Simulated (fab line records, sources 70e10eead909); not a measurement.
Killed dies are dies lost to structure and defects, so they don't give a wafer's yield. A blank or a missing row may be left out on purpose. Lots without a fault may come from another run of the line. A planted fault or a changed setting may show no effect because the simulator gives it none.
Chamber matching | flow nand_harc | NHARC_P_CONTACT_DESCUM_17 on rie_diel-02: 4 sister chambers
The step chemistry O2, time 3 s. 4 wafers are shown with their chamber, then 9 later ones without.

WAFERS WITH THEIR CHAMBER
wafer  | chamber | oes_product_au (a.u.)
L178.2 | 2       | 0.991
L183.6 | 3       | 0.989
L185.5 | 0       | 1.007
L185.6 | 1       | 0.999

WAFERS WITHOUT THEIR CHAMBER
wafer  | oes_product_au (a.u.)
L188.1 | 0.999
L188.2 | 1.002
L188.4 | 1.024
L191.3 | 0.982
L191.5 | 1.002
L191.6 | 0.987
L193.1 | 1.009
L193.2 | 0.992
L193.6 | 0.987

WHICH CHAMBER EACH WENT THROUGH
wafer  | from the rows above               | in truth
L188.1 | can't be placed: 1 or 0 or 2 or 3 | 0
L188.2 | can't be placed: 1 or 0 or 2 or 3 | 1
L188.4 | can't be placed: 0 or 1           | 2
L191.3 | can't be placed: 3 or 2 or 1      | 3
L191.5 | can't be placed: 1 or 0 or 2 or 3 | 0
L191.6 | can't be placed: 3 or 2 or 1      | 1
L193.1 | can't be placed: 0 or 1           | 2
L193.2 | can't be placed: 2 or 3 or 1      | 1
L193.6 | can't be placed: 3 or 2 or 1      | 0
Placed correctly: 0 of 9. Can't be placed from these rows: 9 (the true chamber is among the candidates in 6). Placed wrongly: 0.
How it was worked out, from the rows above alone: a wafer's distance from a chamber is the root of the sum, over the readings, of the square of ((its reading less the chamber's mean) divided by the reading's scatter). The wafer belongs to the nearest chamber; if the next one is less than 2 further off, it can't be placed. A chamber's mean is the mean of its shown wafers. The scatter: with one shown wafer a chamber, the root of the mean of the squares of how far each hidden wafer lies from its nearest shown one.
